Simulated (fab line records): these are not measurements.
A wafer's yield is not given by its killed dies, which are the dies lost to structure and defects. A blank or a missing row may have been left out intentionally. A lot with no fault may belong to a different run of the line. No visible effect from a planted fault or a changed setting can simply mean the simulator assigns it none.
Comparing a struck lot with a sound one :: flow n5 finfet :: 44 out of 1938 route steps
Sound: the wafers L538.1, L538.2, L538.5. Struck: wafer L544.1 (left out: L544.3, a lot-mate that was not struck); the cause follows at the end.
Order at every step that has rows: each side's tool, ch and its chambers, its first start. Under that, the readings that differ: sound wafers :: struck wafers :: difference of the means :: sigmas: that difference in standard deviations of wafers without a fault.
alike: readings with means less than 2 such deviations apart, plus words and numbers identical on both sides. not compared: withheld readings, readings lacking a value on some wafer, bounds such as >300 that could conceal the same value, and numbers that have no deviation in the record and whose values overlap.
Wherever a step has rows on one side only, a row that says differs or no value, or a row with sigmas, the two part there. Numbers that don't overlap but have no deviation are shown without sigmas and don't part them. A reading missing from all wafers of one side parts the sides only when that side holds two or more wafers.

first, 4 steps without rows for these wafers: N5_BEOL_M1_STRIP_36 (strips in N2/H2); N5_BEOL_M1_TRENCH_ETCH_37 (etches SiOC in C4F6/O2, target depth 55.207 nm, time 29 s); N5_BEOL_M1_ETCH_41 (etches SiCN in CH3F/O2, target depth 31.9 nm, time 57.8 s); N5_BEOL_M1_STRIP_97 (strips in N2/H2, time 10 s).
N5_BEOL_M1_OCD_MEAS_38:
  sound: ocd-01 at day 9 05:41; struck: ocd-01 at day 10 12:38
  alike: trench depth nm
then, 4 steps without rows for these wafers: N5_BEOL_M1_HM_STRIP_39 (strips TiN in peroxide tin strip, target depth 25 nm, time 158 s); N5_BEOL_M1_SRD_40 (time 30 s); N5_BEOL_M1_PRECLEAN_42 (cleans in residue remover, time 60 s); N5_BEOL_M1_SRD_43 (time 30 s).
N5_BEOL_M1_CD_MEAS_35: target cd 18 nm, target cd y 21 nm.
  sound: cd sem-02 at day 9 05:50; struck: cd sem-01 at day 10 12:47
  alike: cd nm
then, 1 step without rows for these wafers: N5_BEOL_M1_DEGAS_44 (time 60 s).
N5_BEOL_M1_PRE_CLEAN_45: time 30 s.
  sound: pvd sputter-02 at day 9 06:14; struck: pvd sputter-02 at day 10 12:53
  alike: heater power w
N5_BEOL_M1_ALD_84: deposits TaN, pulse time 2 s, purge time 3 s, co reactant purge time 2 s.
  sound on ald metal-03 ch 1,3, day 9 06:20; struck on ald metal-04 ch 1, day 10 12:58
reading: ald cycles
sound: 30 30 30
struck: 46
difference: +16
sigmas: 

reading: heater power w (W)
sound: 519 473 508
struck: 367
difference: -133
sigmas: -2
  alike: mfc carrier sccm, precursor vessel carrier sccm
  not compared: model.TaN_of_BEOL_M1_ALD_84.thk nm
then, 2 steps without rows for these wafers: N5_BEOL_M1_SURFACE_TREAT_85; N5_BEOL_M1_CVD_47 (deposits Co from CCTBA/H2, target thk 3 nm, time 223.8 s).
N5_BEOL_M1_SPUTTER_48: material Cu, target thk 4.5 nm, time 8.29 s.
  sound: pvd sputter-03 at day 9 07:04; struck: pvd sputter-02 at day 10 13:37
  alike: throttle valve pct
then, 1 step without rows for these wafers: N5_BEOL_M1_ANNEAL_49 (time 240 s).
N5_BEOL_M1_SPUTTER_79: material Cu, target thk 4.5 nm, time 8.29 s.
  sound: pvd sputter-03 at day 9 07:17; struck: pvd sputter-02 at day 10 13:50
  alike: throttle valve pct
then, 5 steps without rows for these wafers: N5_BEOL_M1_ANNEAL_80 (time 240 s); N5_BEOL_M1_SPUTTER_81 (material Cu, target thk 4.5 nm, time 8.29 s); N5_BEOL_M1_ANNEAL_82 (time 240 s); N5_BEOL_M1_SPUTTER_86 (material Cu, target thk 4.5 nm, time 8.29 s); N5_BEOL_M1_ANNEAL_87 (time 240 s).
N5_BEOL_M1_SPUTTER_88: material Cu, target thk 4.5 nm, time 8.29 s.
  sound: pvd sputter-03 at day 9 07:56; struck: pvd sputter-02 at day 10 14:30
  alike: throttle valve pct
then, 5 steps without rows for these wafers: N5_BEOL_M1_ANNEAL_89 (time 240 s); N5_BEOL_M1_SPUTTER_90 (material Cu, target thk 4.5 nm, time 8.29 s); N5_BEOL_M1_ANNEAL_91 (time 240 s); N5_BEOL_M1_SPUTTER_92 (material Cu, target thk 4.5 nm, time 8.29 s); N5_BEOL_M1_ANNEAL_93 (time 240 s).
N5_BEOL_M1_SPUTTER_94: material Cu, target thk 4.5 nm, time 8.29 s.
  sound: pvd sputter-03 at day 9 08:36; struck: pvd sputter-02 at day 10 15:10
  alike: throttle valve pct
then, 5 steps without rows for these wafers: N5_BEOL_M1_ANNEAL_95 (time 240 s); N5_BEOL_M1_SPUTTER_96 (material Cu, target thk 4.5 nm, time 8.29 s); N5_BEOL_M1_ECD_50 (material Cu, target thk 300 nm); N5_BEOL_M1_ANNEAL_51 (time 90 s); N5_BEOL_M1_CMP_52 (polishes, stops on SiOC, t overpolish 6.8 s, target thk 40 nm).
N5_BEOL_M1_THK_MEAS_53: measures by xrf.
  sound: film metro-02 at day 9 09:37; struck: film metro-01 at day 10 16:11
  alike: M1_THK
then, 4 steps without rows for these wafers: N5_BEOL_M1_PRE_CLEAN_60 (time 15 s); N5_BEOL_M1_CO_CAP_55 (material Co, precursor CCTBA/H2, target thk 2 nm, time 102.1 s); N5_BEOL_M1_PRE_CLEAN_56 (time 15 s); N5_BEOL_M1_DEP_57 (deposits SiCN from 3MS/NH3, target thk 8 nm, time 14 s).
N5_BEOL_M1_RS_MEAS_58: measures by four-point-probe.
  sound: film metro-01 at day 9 09:52; struck: film metro-01 at day 10 16:28
  alike: M1_RS
N5_BEOL_M1_INSPECT_59: inspects for defects (darkfield).
  sound: defect inspect-02 at day 9 09:54; struck: defect inspect-01 at day 10 16:29
  alike: raw defect count
-- record jumps: 5 days separate the struck wafers' starts on either side; left off in module BEOL_M1, taken up again in module BEOL_M4, whose first shown step is the route's number 1111 --
N5_BEOL_M4_RC_MEAS_101:
  sound on prober-02 ch 0, day 12 22:33; struck on prober-02 ch 0, day 15 11:40
reading: CHAIN_V0 (ohm/link)
sound: 250 252 256
struck: 367
difference: +114
sigmas: +9

reading: CHAIN_V0_max_site (ohm/link)
sound: 259 262 271
struck: 383
difference: +119
sigmas: +8

reading: IOFF_P (nA/um)
sound: 0.14 0.22 0.20
struck: 0.29
difference: +0.10
sigmas: +2

reading: SERP_M1_max_site (ohm/um)
sound: 274 272 270
struck: 320
difference: +48
sigmas: +2

reading: VT_P (mV)
sound: -257 -252 -252
struck: -246
difference: +8
sigmas: +2
  alike: DIBL_N, DIBL_P, IOFF_N, ION_N, ION_P, SERP_M1, SS_N, SS_P, VT_N
-- a jump in the record: the struck wafers' starts before and after are 5 days apart (it breaks off in module BEOL_M4 and resumes in module PASSIVATION, where the first step shown is number 1936 of the route) --
N5_PASSIVATION_PROBE_49:
  sound: prober-01 at day 17 22:13; struck: prober-02 at day 20 13:01
reading: killed at other
sound: 3 4 14
struck: 0
difference: -7
sigmas: -2
  alike: defect limited yield, killed_at_M0_to_M3, killed_at_M4_up, killed at contacts, killed at front end, killed dies, killed on rim, killed open, killed short, sort_bin_4_leakage, sort_bin_5_function, sort_bin_6_memory, sort_bin_8_speed, sort n pass

## WHERE THEY PART
First at N5_BEOL_M1_ALD_84; last, within this record, at N5_PASSIVATION_PROBE_49.

WHY: what had been put in by the simulator
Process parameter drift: ald metal-04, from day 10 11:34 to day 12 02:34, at N5_BEOL_M1_ALD_84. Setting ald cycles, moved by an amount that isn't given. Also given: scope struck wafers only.
